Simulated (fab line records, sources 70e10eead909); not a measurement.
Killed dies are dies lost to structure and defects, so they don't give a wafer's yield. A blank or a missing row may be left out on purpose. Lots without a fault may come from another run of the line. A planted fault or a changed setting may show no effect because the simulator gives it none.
fab line records | flow nand_harc
record lots=24 wafers=72 last_day=34
route steps=1302 shown A_STAIRCASE@639
lots that met no fault: from a run of the same line without faults
start_h: hours from the record's first day to the start of the lot's first wafer shown | wait_h: hours since the lot's step before | " the same as in the row above | L1.1+2: a row that stands for several wafers | - no value, or no start given | * or withheld: withheld | < > ~ a bound
route shown NAME@n: a module of which the file shows steps, and the number in the route of the first | usual: mean/standard deviation of fault-free wafers | same: alike in all rows | chamber/n: place in a boat | sites: the reading at each site | _std_site: their standard deviation | _edge_site: outer sites' mean less inner sites' | radius_mm: how far each site lies from the wafer's centre | mask NAME#n: copy n | behind: the tool/chamber that last shaped the wafer | hold: why the lot was held/for how many hours/how that ended | device: the transistor (n, p or np) that didn't switch | end of line: the same wafers' tests at the end of the route | a step without rows: its recipe alone | killed: dies lost to structure and defects at the first sort, not the wafer's yield | map: a wafer's dies, x killed, . not, _ none there
set.NAME: the setting as run; set.NAME@STEP: as run at that earlier step | model.NAME: the simulator's own value behind a step, which no gauge read
steps of the route over a sample of lots; a table a step, a row a wafer
services: from which hour (start_h, from the record's first day; less than 0 if before it) a tool's chamber was out of use, for how many hours, and why
## steps
# step NHARC_A_STAIRCASE_DEP_156
# recipe target_thk_a=500 temp_c=400 target_thk_nm=50 flow_sccm=200 rf_w=450 material=SiNx
# usual heater_power_outer_w=454/82 heater_power_w=740/130
# columns lot.wafer tool chamber start_h wait_h heater_power_outer_w heater_power_w
L074.1 pecvd-04 2 342.72 0.2 419 720
L074.6 " 2 " " 428 725
L074.5 " 0 " " 453 741
L075.1 pecvd-04 1 361.36 0.1 377 590
L075.2 " 2 " " 405 731
L075.6 " 1 " " 371 583
L076.2 pecvd-04 2 372.02 0.1 423 716
L076.5 " 1 " " 344 551
L076.4 " 0 " " 466 757
L077.1 pecvd-04 2 390.35 0.1 439 747
L077.3 " 0 " " 562 897
L077.6 " 1 " " 345 558
L078.3 pecvd-04 1 396.42 0.1 351 562
L078.6 " 2 " " 416 716
L078.4 " 0 " " 572 886
L080.3 pecvd-03 0 405.63 0.1 442 747
L080.4 " 2 " " 465 766
L080.5 " 0 " " 438 770
L079.2 pecvd-03 1 410.85 0.2 422 686
L079.4 " 1 " " 443 707
L079.6 " 2 " " 458 766
L081.1 pecvd-03 2 426.61 0.1 479 791
L081.2 " 1 " " 490 773
L081.6 " 2 " " 495 811
L082.1 pecvd-04 0 434.18 0.1 533 853
L082.2 " 1 " " 326 519
L082.6 " 2 " " 410 719
L083.3 pecvd-01 2 453.31 0.1 452 752
L083.4 " 2 " " 464 722
L083.5 " 0 " " 410 643
L085.2 pecvd-03 2 460.67 0.3 479 790
L085.5 " 1 " " 506 787
L085.6 " 2 " " 484 819
L084.3 pecvd-01 2 466.01 0.1 441 708
L084.2 " 1 " " 634 1013
L084.5 " 1 " " 632 1036
L086.3 pecvd-01 1 470.37 0.1 624 984
L086.4 " 2 " " 412 680
L086.5 " 0 " " 379 620
L088.2 pecvd-04 1 482.99 0.1 318 505
L088.3 " 0 " " 576 863
L088.5 " 0 " " 587 875
L087.2 pecvd-01 1 483.01 0.1 629 1013
L087.1 " 2 " " 470 759
L087.5 " 0 " " 408 653
L089.2 pecvd-04 2 490.84 0.1 460 790
L089.4 " 0 " " 543 849
L089.6 " 1 " " 371 588
L090.1 pecvd-04 0 503.71 0.3 580 888
L090.3 " 1 " " 379 604
L090.6 " 2 " " 503 834
L091.2 pecvd-04 0 514.43 0.1 469 746
L091.1 " 1 " " 381 601
L091.5 " 0 " " 477 738
L092.1 pecvd-04 1 534.41 0.1 370 575
L092.3 " 0 " " 519 840
L092.6 " 0 " " 518 799
L093.3 pecvd-01 0 534.56 0.1 383 621
L093.1 " 1 " " 594 998
L093.6 " 0 " " 384 618
L094.1 pecvd-01 1 548.22 0.1 615 981
L094.5 " 1 " " 615 986
L094.4 " 2 " " 416 729
L095.3 pecvd-01 0 556.24 0.1 397 613
L095.1 " 1 " " 592 969
L095.6 " 1 " " 594 959
L096.2 pecvd-01 0 579.70 0.1 345 559
L096.6 " 0 " " 338 551
L096.4 " 2 " " 389 674
L097.1 pecvd-01 0 590.48 0.1 388 607
L097.3 " 1 " " 502 873
L097.5 " 0 " " 380 598
# step NHARC_A_STAIRCASE_STRIP_205
# recipe power_w=1500 temp_c=250 chemistry=O2
# usual drypump_motor_current_A=5.6/0.4 heater_power_w=338/34
# columns lot.wafer tool chamber start_h wait_h drypump_motor_current_A heater_power_w rf_hours_counter_h
L074.1 plasma_asher-01 1 351.27 0.1 5.7 364 35
L074.5 " 1 " " 5.7 361 -
L074.6 " 0 " " 5.1 368 -
L075.2 plasma_asher-01 1 369.99 0.1 5.7 345 1
L075.1 " 0 " " 5.1 399 1
L075.6 " 1 " " 5.6 347 -
L076.2 plasma_asher-01 1 380.45 0.1 5.7 338 3
L076.4 " 1 " " 5.6 348 -
L076.5 " 0 " " 5.0 393 -
L077.1 plasma_asher-01 0 399.05 0.1 5.0 394 6
L077.3 " 1 " " 5.6 345 -
L077.6 " 0 " " 5.1 386 -
L078.3 plasma_asher-01 1 407.82 0.2 5.6 342 -
L078.4 " 0 " " 5.1 397 -
L078.6 " 1 " " 5.7 350 -
L080.4 plasma_asher-02 0 414.61 0.2 5.6 321 -
L080.3 " 1 " " 6.2 283 -
L080.5 " 1 " " 6.2 284 -
L079.2 plasma_asher-02 1 420.27 0.1 6.2 282 32
L079.4 " 1 " " 6.2 282 -
L079.6 " 1 " " 6.2 280 -
L081.2 plasma_asher-01 1 435.23 0.1 5.7 349 13
L081.1 " 0 " " 5.0 390 13
L081.6 " 0 " " 5.0 393 -
L082.1 plasma_asher-02 1 446.28 0.1 6.2 296 3
L082.2 " 0 " " 5.6 318 3
L082.6 " 1 " " 6.2 291 -
L083.4 plasma_asher-02 1 462.29 0.3 6.2 296 -
L083.3 " 0 " " 5.6 315 -
L083.5 " 0 " " 5.6 324 -
L085.2 plasma_asher-02 1 473.17 0.1 6.1 295 9
L085.5 " 1 " " 6.2 295 -
L085.6 " 0 " " 5.6 321 -
L084.2 plasma_asher-02 1 475.57 0.1 6.2 294 9
L084.3 " 0 " " 5.6 331 -
L084.5 " 0 " " 5.6 324 -
L086.4 plasma_asher-01 1 481.39 0.2 5.7 351 -
L086.3 " 0 " " 5.0 393 -
L086.5 " 1 " " 5.6 349 -
L088.2 plasma_asher-02 1 492.75 0.1 6.1 305 14
L088.3 " 1 " " 6.1 300 -
L088.5 " 0 " " 5.6 328 -
L087.2 plasma_asher-02 0 494.00 0.1 5.6 313 14
L087.1 " 1 " " 6.1 293 14
L087.5 " 0 " " 5.6 325 -
L089.2 plasma_asher-01 1 499.40 0.1 5.6 343 28
L089.4 " 1 " " 5.6 354 -
L089.6 " 0 " " 5.0 387 -
L090.1 plasma_asher-01 1 512.88 0.1 5.7 335 31
L090.3 " 1 " " 5.6 338 -
L090.6 " 0 " " 5.0 390 -
L091.2 plasma_asher-02 1 523.23 0.1 6.2 299 20
L091.1 " 0 " " 5.6 320 20
L091.5 " 1 " " 6.2 301 -
L093.1 plasma_asher-02 1 545.71 0.1 6.2 306 25
L093.3 " 0 " " 5.6 319 -
L093.6 " 1 " " 6.2 302 -
L092.1 plasma_asher-01 0 546.08 0.1 5.0 365 1
L092.3 " 0 " " 5.0 366 -
L092.6 " 1 " " 5.7 357 -
L094.1 plasma_asher-01 1 557.03 0.1 5.7 361 3
L094.4 " 0 " " 5.0 373 -
L094.5 " 0 " " 5.0 368 -
L095.1 plasma_asher-02 1 566.07 0.1 6.2 303 29
L095.3 " 1 " " 6.2 295 -
L095.6 " 1 " " 6.1 296 -
L096.2 plasma_asher-01 0 588.94 0.1 5.0 373 10
L096.4 " 0 " " 5.0 374 -
L096.6 " 1 " " 5.7 355 -
L097.1 plasma_asher-02 1 599.27 0.1 6.2 305 36
L097.3 " 1 " " 6.1 291 -
L097.5 " 1 " " 6.2 293 -
# step NHARC_A_STAIRCASE_TRIM_222
# recipe time_s=211.2 o2_flow_sccm=500 ar_flow_sccm=0 bias_w=0 chemistry=O2
# usual drypump_motor_current_A=5.7/0.5 oes_product_au=1.004/0.013 rf_vpp_V=57.9/0.89 showerhead_plenum_p_Torr=3.55/0.16 throttle_valve_pct=17.036/0.0098
# same bias_w=0
# columns lot.wafer tool chamber start_h wait_h drypump_motor_current_A oes_product_au rf_hours_counter_h rf_vpp_V showerhead_plenum_p_Torr throttle_valve_pct
L074.1 rie_diel-03 2 - - 6.2 0.991 17 57.3 3.29 17.042
L074.5 " 1 " " 6.3 0.996 - 57.6 3.65 17.028
L074.6 " 2 " " 6.2 1.004 - 58.1 3.29 17.054
L075.2 rie_diel-07 0 - - 6.0 0.997 18 58.4 3.76 17.035
L075.1 " 1 " " 5.4 0.990 21 57.7 3.31 17.037
L075.6 " 2 " " 5.9 1.022 - 56.3 3.64 17.034
L076.2 rie_diel-03 3 - - 5.8 1.012 27 58.5 3.50 17.035
L076.4 " 1 " " 6.3 1.004 - 57.9 3.64 17.035
L076.5 " 3 " " 5.8 1.017 - 56.2 3.50 17.038
L077.1 rie_diel-01 1 - - 6.1 0.986 3 57.6 3.48 17.041
L077.3 " 0 " " 5.1 0.987 3 58.0 3.74 17.052
L077.6 " 2 " " 5.4 0.992 - 57.7 3.31 17.028
L078.3 rie_diel-07 2 - - 5.9 1.024 32 57.5 3.64 17.035
L078.4 " 1 " " 5.5 0.992 32 57.5 3.30 17.051
L078.6 " 2 " " 5.9 1.018 - 58.8 3.64 17.037
L080.4 rie_diel-07 3 - - 5.9 1.018 31 57.7 3.72 17.048
L080.3 " 1 " " 5.5 0.993 33 57.9 3.30 17.027
L080.5 " 2 " " 5.9 1.035 - 57.7 3.63 17.042
L079.4 rie_diel-07 0 - - 5.9 1.005 32 58.5 3.75 17.035
L079.2 " 2 " " 5.9 1.023 36 57.2 3.63 17.033
L079.6 " 0 " " 5.9 1.003 - 56.0 3.75 17.046
L081.1 rie_diel-01 0 - - 5.1 0.998 15 58.7 3.73 17.033
L081.2 " 1 " " 6.0 1.008 15 57.1 3.48 17.035
L081.6 " 0 " " 5.1 1.006 - 56.4 3.73 17.029
L082.2 rie_diel-03 1 - - 6.3 1.006 50 57.2 3.63 17.041
L082.1 " 2 " " 6.2 0.999 43 56.7 3.27 17.046
L082.6 " 0 " " 4.8 1.009 - 57.5 3.47 17.037
L083.3 rie_diel-01 3 - - 5.0 0.998 24 58.1 3.36 17.038
L083.4 " 0 " " 5.2 1.007 22 57.4 3.73 17.032
L083.5 " 2 " " 5.4 0.998 - 56.6 3.30 17.021
L085.2 rie_diel-01 2 - - 5.5 1.009 31 57.8 3.30 17.041
L085.5 " 1 " " 6.1 1.005 - 57.6 3.47 17.048
L085.6 " 2 " " 5.4 0.998 - 57.1 3.30 17.029
L084.3 rie_diel-01 1 - - 6.1 1.017 29 58.0 3.47 17.046
L084.2 " 2 " " 5.4 1.004 32 57.4 3.30 17.052
L084.5 " 0 " " 5.1 1.014 - 58.3 3.72 17.039
L086.3 rie_diel-03 2 - - 6.2 0.987 10 58.5 3.80 17.029
L086.4 " 3 " " 5.8 1.032 - 56.5 3.48 17.029
L086.5 " 0 " " 4.8 0.991 - 57.0 3.46 17.036
L088.3 rie_diel-01 3 - - 5.0 0.994 39 57.9 3.35 17.035
L088.2 " 0 " " 5.1 0.994 36 58.1 3.72 17.036
L088.5 " 3 " " 5.0 0.993 - 56.2 3.35 17.011
L087.1 rie_diel-03 1 - - 6.3 1.016 9 57.8 3.62 17.043
L087.2 " 0 " " 4.9 1.010 14 57.9 3.46 17.048
L087.5 " 2 " " 6.2 0.991 - 58.1 3.80 17.033
L089.4 rie_diel-01 0 - - 5.2 1.007 38 59.3 3.72 17.021
L089.2 " 3 " " 5.0 1.000 40 57.1 3.35 17.032
L089.6 " 1 " " 6.1 1.003 - 57.8 3.46 17.055
L090.3 rie_diel-01 0 - - 5.2 0.997 42 59.0 3.71 17.039
L090.1 " 2 " " 5.5 1.013 47 57.6 3.29 17.017
L090.6 " 1 " " 6.0 1.008 - 57.1 3.46 17.034
L091.1 rie_diel-03 0 - - 4.8 0.999 21 57.8 3.45 17.029
L091.2 " 3 " " 5.8 1.032 18 58.5 3.48 17.021
L091.5 " 0 " " 4.8 0.992 - 58.3 3.46 17.049
L093.1 rie_diel-03 1 - - 6.3 1.002 22 59.0 3.61 17.031
L093.3 " 2 " " 6.2 0.980 29 57.5 3.79 17.017
L093.6 " 1 " " 6.3 1.009 - 59.0 3.61 17.044
L092.3 rie_diel-07 3 - - 5.8 1.009 26 60.4 3.69 17.039
L092.1 " 0 " " 5.9 0.985 26 57.8 3.73 17.051
L092.6 " 2 " " 5.9 0.994 - 58.6 3.61 17.047
L094.1 rie_diel-03 2 - - 6.2 0.986 35 57.6 3.79 17.015
L094.4 " 3 " " 5.8 1.023 30 57.9 3.47 17.027
L094.5 " 2 " " 6.2 0.984 - 57.4 3.79 17.037
L095.1 rie_diel-07 1 - - 5.4 1.002 29 56.8 3.28 17.034
L095.3 " 2 " " 6.0 0.993 36 57.7 3.61 17.039
L095.6 " 3 " " 5.9 1.013 - 58.9 3.69 17.018
L096.2 rie_diel-03 2 - - 6.2 0.992 44 60.0 3.78 17.033
L096.4 " 0 " " 4.8 1.010 40 57.9 3.44 17.028
L096.6 " 3 " " 5.8 1.017 - 58.1 3.47 17.027
L097.3 rie_diel-03 1 - - 6.3 1.020 40 59.3 3.60 17.046
L097.1 " 2 " " 6.2 0.993 47 59.0 3.78 17.048
L097.5 " 2 " " 6.2 0.986 - 57.5 3.78 17.039
# step NHARC_A_STAIRCASE_TRIM_226
# recipe time_s=211.2 o2_flow_sccm=500 ar_flow_sccm=0 bias_w=0 chemistry=O2
# usual drypump_motor_current_A=5.7/0.48 oes_product_au=1.004/0.012 rf_vpp_V=57.9/0.93 showerhead_plenum_p_Torr=3.53/0.17 throttle_valve_pct=17.037/0.0093
# same bias_w=0
# columns lot.wafer tool chamber start_h wait_h drypump_motor_current_A oes_product_au rf_hours_counter_h rf_vpp_V showerhead_plenum_p_Torr throttle_valve_pct
L074.1 rie_diel-03 3 - - 5.8 1.011 18 58.2 3.50 17.033
L074.5 " 2 " " 6.2 0.997 - 56.5 3.29 17.037
L074.6 " 3 " " 5.8 1.014 - 57.9 3.50 17.038
L075.1 rie_diel-07 2 - - 5.9 1.026 22 58.6 3.64 17.038
L075.2 " 0 " " 5.9 0.997 18 57.7 3.76 17.042
L075.6 " 2 " " 5.9 1.026 - 58.2 3.64 17.025
L076.2 rie_diel-03 3 - - 5.8 1.009 27 57.5 3.50 17.042
L076.4 " 1 " " 6.3 0.991 - 56.8 3.64 17.048
L076.5 " 3 " " 5.8 1.014 - 56.3 3.50 17.029
L077.3 rie_diel-01 0 - - 5.2 1.000 3 57.4 3.74 17.028
L077.1 " 3 " " 5.0 0.995 3 56.0 3.37 17.051
L077.6 " 0 " " 5.1 0.989 - 58.2 3.74 17.042
L078.4 rie_diel-07 1 - - 5.5 0.983 32 56.7 3.30 17.032
L078.3 " 3 " " 5.8 1.014 30 58.2 3.72 17.037
L078.6 " 1 " " 5.5 0.986 - 57.7 3.30 17.038
L080.4 rie_diel-07 2 - - 5.9 1.021 34 58.2 3.63 17.036
L080.3 " 0 " " 5.9 0.995 30 59.3 3.75 17.025
L080.5 " 2 " " 5.9 1.033 - 58.1 3.64 17.034
L079.4 rie_diel-07 1 - - 5.5 1.000 35 55.8 3.30 17.028
L079.2 " 2 " " 5.9 1.024 36 58.7 3.63 17.031
L079.6 " 3 " " 5.8 1.025 - 58.1 3.71 17.035
L081.2 rie_diel-01 0 - - 5.1 1.012 15 60.4 3.73 17.027
L081.1 " 1 " " 6.0 1.014 16 57.0 3.48 17.037
L081.6 " 1 " " 6.0 1.013 - 57.4 3.48 17.038
L082.1 rie_diel-03 2 - - 6.2 0.992 43 58.1 3.27 17.042
L082.2 " 0 " " 4.8 1.005 46 57.3 3.47 17.028
L082.6 " 3 " " 5.8 1.015 - 57.1 3.49 17.031
L083.4 rie_diel-01 2 - - 5.4 0.995 26 56.5 3.30 17.025
L083.3 " 1 " " 6.0 1.015 23 58.4 3.47 17.038
L083.5 " 2 " " 5.4 1.003 - 57.5 3.30 17.041
L085.2 rie_diel-01 3 - - 5.0 0.995 31 59.8 3.35 17.023
L085.5 " 2 " " 5.5 0.990 - 56.6 3.30 17.038
L085.6 " 3 " " 5.0 0.992 - 58.1 3.35 17.050
L084.2 rie_diel-01 2 - - 5.4 0.997 32 57.4 3.30 17.049
L084.3 " 0 " " 5.1 0.996 29 57.7 3.72 17.046
L084.5 " 3 " " 5.0 0.990 - 58.5 3.35 17.035
L086.3 rie_diel-01 3 - - 5.0 0.996 34 56.8 3.35 17.037
L086.4 " 1 " " 6.0 1.011 31 57.0 3.47 17.045
L086.5 " 2 " " 5.4 1.006 - 57.2 3.30 17.048
L088.3 rie_diel-01 1 - - 6.0 1.013 37 58.2 3.47 17.031
L088.2 " 0 " " 5.2 0.994 37 57.7 3.72 17.040
L088.5 " 1 " " 6.0 1.006 - 57.4 3.47 17.042
L087.1 rie_diel-03 0 - - 4.8 1.005 14 57.1 3.46 17.043
L087.2 " 1 " " 6.3 1.004 9 59.1 3.62 17.025
L087.5 " 2 " " 6.2 0.985 - 59.5 3.80 17.022
L089.4 rie_diel-01 1 - - 6.1 1.006 39 56.5 3.46 17.041
L089.2 " 3 " " 5.0 0.991 41 58.1 3.35 17.033
L089.6 " 0 " " 5.1 0.980 - 56.6 3.72 17.043
L090.3 rie_diel-01 2 - - 5.4 0.998 48 56.4 3.29 17.041
L090.1 " 1 " " 6.1 1.010 44 58.2 3.46 17.031
L090.6 " 3 " " 4.9 0.995 - 57.3 3.35 17.028
L091.2 rie_diel-03 1 - - 6.3 1.015 16 57.9 3.61 17.038
L091.1 " 2 " " 6.2 0.990 22 57.1 3.80 17.049
L091.5 " 1 " " 6.3 1.012 - 59.0 3.61 17.021
L093.3 rie_diel-03 3 - - 5.8 1.028 25 57.1 3.47 17.054
L093.1 " 0 " " 4.8 1.006 26 60.0 3.45 17.033
L093.6 " 3 " " 5.8 1.039 - 56.4 3.47 17.033
L092.3 rie_diel-07 3 - - 5.8 1.007 26 60.0 3.69 17.026
L092.1 " 0 " " 5.9 0.989 27 58.4 3.73 17.018
L092.6 " 0 " " 5.9 0.990 - 58.3 3.73 17.033
L094.4 rie_diel-03 3 - - 5.8 1.026 30 57.7 3.47 17.020
L094.1 " 0 " " 4.8 1.017 30 57.5 3.45 17.037
L094.5 " 1 " " 6.3 1.010 - 58.3 3.61 17.020
L095.1 rie_diel-07 0 - - 5.9 0.988 35 58.6 3.72 17.021
L095.3 " 1 " " 5.4 1.000 29 55.4 3.28 17.049
L095.6 " 1 " " 5.4 1.009 - 59.5 3.28 17.036
L096.4 rie_diel-03 1 - - 6.3 1.013 37 57.3 3.60 17.060
L096.2 " 0 " " 4.8 0.995 40 56.7 3.44 17.031
L096.6 " 1 " " 6.3 1.005 - 57.9 3.60 17.034
L097.1 rie_diel-03 2 - - 6.2 0.987 47 58.4 3.78 17.025
L097.3 " 3 " " 5.8 1.013 41 56.9 3.46 17.035
L097.5 " 0 " " 4.9 0.999 - 56.2 3.44 17.040
# step NHARC_A_STAIRCASE_ETCH_227
# recipe target_depth_a=1000 time_s=40.5 ion_energy_ev=400 c4f8_flow_sccm=20 o2_flow_sccm=10 ar_flow_sccm=withheld rf_w=600 bias_w=1000 chemistry=C4F8/O2
# usual bias_w=1000/3.1 oes_product_au=0.948/0.012 rf_vpp_V=896/6.2
# columns lot.wafer tool chamber start_h wait_h bias_w oes_product_au rf_hours_counter_h rf_vpp_V
L074.1 rie_diel-03 1 - - 1008 0.935 17 899
L074.6 " 1 " " 998 0.933 - 901
L074.5 " 2 " " 1001 0.938 - 887
L075.2 rie_diel-07 3 - - 997 0.969 21 903
L075.1 " 0 " " 1005 0.959 18 904
L075.6 " 3 " " 1000 0.965 - 903
L076.2 rie_diel-03 1 - - 999 0.946 26 901
L076.4 " 0 " " 1001 0.944 - 893
L076.5 " 1 " " 1001 0.940 - 900
L077.3 rie_diel-01 3 - - 994 0.952 3 890
L077.1 " 0 " " 1006 0.947 3 903
L077.6 " 3 " " 991 0.953 - 891
L078.4 rie_diel-07 3 - - 997 0.961 30 904
L078.3 " 1 " " 1001 0.955 32 888
L078.6 " 0 " " 997 0.943 - 904
L080.4 rie_diel-07 0 - - 1001 0.950 30 904
L080.3 " 1 " " 1001 0.951 34 887
L080.5 " 2 " " 1002 0.967 - 899
L079.4 rie_diel-07 1 - - 1009 0.943 35 889
L079.2 " 3 " " 996 0.944 34 902
L079.6 " 1 " " 1002 0.947 - 888
L081.2 rie_diel-01 0 - - 1002 0.942 15 902
L081.1 " 3 " " 1006 0.932 16 891
L081.6 " 1 " " 998 0.952 - 893
L082.2 rie_diel-03 0 - - 1003 0.950 46 894
L082.1 " 1 " " 999 0.961 50 900
L082.6 " 2 " " 997 0.941 - 886
L083.4 rie_diel-01 1 - - 1002 0.952 23 893
L083.3 " 0 " " 1002 0.966 22 903
L083.5 " 1 " " 1002 0.959 - 895
L085.2 rie_diel-01 2 - - 1000 0.938 31 886
L085.5 " 0 " " 1001 0.943 - 903
L085.6 " 1 " " 999 0.941 - 894
L084.2 rie_diel-01 0 - - 999 0.952 29 901
L084.3 " 1 " " 1002 0.966 29 893
L084.5 " 0 " " 1003 0.964 - 904
L086.3 rie_diel-01 1 - - 997 0.971 31 893
L086.4 " 0 " " 1005 0.962 31 903
L086.5 " 1 " " 996 0.963 - 895
L088.2 rie_diel-01 3 - - 1006 0.955 39 889
L088.3 " 0 " " 1001 0.941 37 903
L088.5 " 1 " " 998 0.942 - 893
L087.1 rie_diel-03 3 - - 997 0.969 9 893
L087.2 " 0 " " 998 0.940 14 893
L087.5 " 2 " " 1002 0.916 - 908
L089.2 rie_diel-01 2 - - 999 0.956 42 888
L089.4 " 0 " " 1001 0.943 38 904
L089.6 " 2 " " 998 0.961 - 888
L090.3 rie_diel-01 2 - - 994 0.932 48 887
L090.1 " 3 " " 1001 0.931 47 889
L090.6 " 2 " " 995 0.949 - 887
L091.2 rie_diel-03 0 - - 995 0.962 21 893
L091.1 " 2 " " 1003 0.919 22 905
L091.5 " 0 " " 999 0.957 - 893
L093.3 rie_diel-03 1 - - 997 0.956 22 899
L093.1 " 3 " " 1000 0.974 25 894
L093.6 " 1 " " 999 0.956 - 900
L092.1 rie_diel-07 0 - - 1002 0.926 27 903
L092.3 " 2 " " 997 0.934 29 901
L092.6 " 2 " " 999 0.944 - 900
L094.4 rie_diel-03 0 - - 1002 0.939 30 892
L094.1 " 2 " " 1001 0.927 35 905
L094.5 " 0 " " 1002 0.944 - 892
L095.3 rie_diel-07 1 - - 1003 0.940 30 886
L095.1 " 2 " " 998 0.938 36 899
L095.6 " 1 " " 1002 0.946 - 887
L096.2 rie_diel-03 3 - - 1004 0.958 39 894
L096.4 " 0 " " 1000 0.940 40 892
L096.6 " 2 " " 1003 0.937 - 905
L097.1 rie_diel-03 2 - - 1001 0.931 47 906
L097.3 " 0 " " 997 0.951 43 893
L097.5 " 2 " " 1000 0.930 - 904
# step NHARC_A_STAIRCASE_TRIM_231
# recipe time_s=211.2 o2_flow_sccm=500 ar_flow_sccm=0 bias_w=0 chemistry=O2
# usual drypump_motor_current_A=5.6/0.47 oes_product_au=1.006/0.013 rf_vpp_V=57.9/0.88 showerhead_plenum_p_Torr=3.55/0.16 throttle_valve_pct=17.036/0.0089
# same bias_w=0
# columns lot.wafer tool chamber start_h wait_h drypump_motor_current_A oes_product_au rf_hours_counter_h rf_vpp_V showerhead_plenum_p_Torr throttle_valve_pct
L074.1 rie_diel-07 2 - - 5.9 1.024 17 57.1 3.64 17.039
L074.5 " 1 " " 5.5 0.988 - 56.7 3.31 17.039
L074.6 " 2 " " 5.9 1.014 - 58.0 3.64 17.048
L075.1 rie_diel-03 3 - - 5.8 1.010 22 59.4 3.50 17.035
L075.2 " 2 " " 6.2 1.006 22 57.5 3.28 17.057
L075.6 " 0 " " 4.9 1.014 - 58.0 3.48 17.045
L076.2 rie_diel-03 1 - - 6.3 1.014 26 57.3 3.64 17.055
L076.4 " 3 " " 5.8 1.013 - 59.5 3.50 17.039
L076.5 " 0 " " 4.9 1.003 - 57.5 3.48 17.046
L077.3 rie_diel-01 1 - - 6.0 0.998 3 57.7 3.48 17.032
L077.1 " 2 " " 5.4 0.988 3 57.8 3.31 17.048
L077.6 " 3 " " 4.9 0.987 - 57.2 3.37 17.036
L078.3 rie_diel-07 0 - - 5.9 1.004 29 59.5 3.75 17.037
L078.4 " 1 " " 5.5 1.004 32 57.7 3.30 17.052
L078.6 " 3 " " 5.8 1.017 - 59.8 3.72 17.025
L080.4 rie_diel-07 3 - - 5.8 1.019 32 58.3 3.72 17.028
L080.3 " 0 " " 5.9 1.008 30 58.8 3.75 17.034
L080.5 " 2 " " 5.9 1.025 - 57.8 3.64 17.030
L079.2 rie_diel-07 3 - - 5.8 1.020 35 59.1 3.71 17.029
L079.4 " 0 " " 5.9 1.005 33 58.2 3.75 17.042
L079.6 " 3 " " 5.9 1.012 - 56.9 3.71 17.051
L081.1 rie_diel-07 3 - - 5.8 1.008 39 59.5 3.71 17.037
L081.2 " 1 " " 5.4 1.002 40 56.7 3.30 17.045
L081.6 " 3 " " 5.9 1.014 - 57.7 3.71 17.032
L082.1 rie_diel-03 1 - - 6.3 1.008 51 59.9 3.63 17.031
L082.2 " 2 " " 6.2 1.004 43 57.0 3.27 17.033
L082.6 " 0 " " 4.8 1.005 - 58.3 3.47 17.028
L083.3 rie_diel-01 2 - - 5.4 1.006 26 57.8 3.30 17.024
L083.4 " 3 " " 5.0 0.994 24 57.8 3.36 17.024
L083.5 " 1 " " 6.0 1.016 - 57.4 3.47 17.033
L085.2 rie_diel-03 1 - - 6.3 1.010 6 56.0 3.62 17.029
L085.6 " 3 " " 5.8 1.038 - 56.3 3.49 17.055
L085.5 " 0 " " 4.8 0.995 - 58.2 3.46 17.022
L084.3 rie_diel-01 2 - - 5.4 1.003 32 57.4 3.30 17.040
L084.2 " 0 " " 5.1 1.007 30 58.0 3.72 17.038
L084.5 " 1 " " 6.1 1.011 - 58.1 3.47 17.035
L086.4 rie_diel-01 3 - - 4.9 1.000 35 57.5 3.35 17.055
L086.3 " 1 " " 6.0 1.010 32 58.1 3.47 17.036
L086.5 " 3 " " 4.9 0.989 - 58.3 3.35 17.025
L088.2 rie_diel-03 1 - - 6.3 1.006 9 56.7 3.62 17.031
L088.3 " 2 " " 6.2 0.970 12 57.5 3.80 17.030
L088.5 " 0 " " 4.9 0.988 - 58.2 3.46 17.032
L087.1 rie_diel-01 3 - - 5.0 1.005 40 56.2 3.35 17.030
L087.2 " 0 " " 5.2 0.986 37 58.1 3.72 17.035
L087.5 " 3 " " 5.0 1.014 - 56.6 3.35 17.043
L089.4 rie_diel-07 1 - - 5.5 1.007 9 56.9 3.29 17.032
L089.2 " 2 " " 5.9 1.007 10 57.4 3.62 17.045
L089.6 " 0 " " 5.9 0.982 - 57.2 3.74 17.032
L090.1 rie_diel-03 2 - - 6.2 0.994 20 58.2 3.80 17.047
L090.3 " 1 " " 6.3 1.018 15 58.5 3.61 17.049
L090.6 " 2 " " 6.2 0.990 - 59.1 3.80 17.040
L091.2 rie_diel-01 3 - - 5.0 0.996 49 57.1 3.35 17.018
L091.1 " 0 " " 5.1 1.003 45 58.2 3.71 17.046
L091.5 " 3 " " 5.0 0.996 - 57.2 3.35 17.029
L093.3 rie_diel-01 2 - - 5.4 0.994 58 57.0 3.29 17.036
L093.1 " 3 " " 5.0 0.994 55 56.2 3.34 17.042
L093.6 " 1 " " 6.1 0.993 - 56.9 3.46 17.039
L092.1 rie_diel-07 3 - - 5.8 1.012 26 58.8 3.69 17.033
L092.3 " 2 " " 5.9 0.994 29 56.5 3.61 17.035
L092.6 " 2 " " 5.9 0.998 - 57.7 3.61 17.044
L094.1 rie_diel-07 0 - - 5.9 0.982 30 57.1 3.73 17.046
L094.4 " 2 " " 5.9 0.999 32 56.8 3.61 17.046
L094.5 " 0 " " 5.9 0.985 - 58.0 3.73 17.044
L095.1 rie_diel-07 0 - - 5.9 0.991 35 57.4 3.72 17.034
L095.3 " 1 " " 5.5 1.009 30 58.7 3.28 17.043
L095.6 " 3 " " 5.9 1.004 - 58.7 3.69 17.032
L096.4 rie_diel-03 1 - - 6.3 1.013 38 57.9 3.60 17.021
L096.2 " 3 " " 5.8 1.025 39 58.4 3.47 17.047
L096.6 " 1 " " 6.3 1.010 - 57.6 3.60 17.040
L097.3 rie_diel-03 0 - - 4.8 1.019 43 57.3 3.44 17.028
L097.1 " 3 " " 5.8 1.032 42 57.8 3.46 17.038
L097.5 " 0 " " 4.8 1.010 - 56.6 3.44 17.017
## services
# columns tool chamber start_h hours kind
pecvd-01 - 334.14 4.8 repair
pecvd-04 1 348.25 4.9 repair
plasma_asher-01 - 356.92 9.0 pm
rie_diel-01 0 358.28 6.1 repair
rie_diel-07 - 372.59 1.2 repair
rie_diel-03 2 375.34 13.8 repair
rie_diel-01 - 381.53 9.0 pm
rie_diel-07 3 384.62 2.5 repair
rie_diel-01 3 410.09 2.7 repair
rie_diel-01 0 414.14 6.5 repair
plasma_asher-02 - 426.55 9.0 pm
pecvd-04 2 443.61 13.2 repair
pecvd-04 - 450.12 13.0 pm
rie_diel-03 3 455.41 17.4 repair
rie_diel-03 - 458.34 9.0 pm
rie_diel-07 - 472.85 9.0 pm
rie_diel-03 1 476.61 8.3 repair
pecvd-01 - 492.10 13.0 pm
pecvd-04 2 513.78 3.5 repair
plasma_asher-01 - 533.92 9.0 pm
rie_diel-07 1 533.96 17.1 repair
rie_diel-01 - 558.53 9.0 pm
plasma_asher-01 - 569.25 0.5 repair
rie_diel-07 3 592.66 15.5 repair
## key
fault none
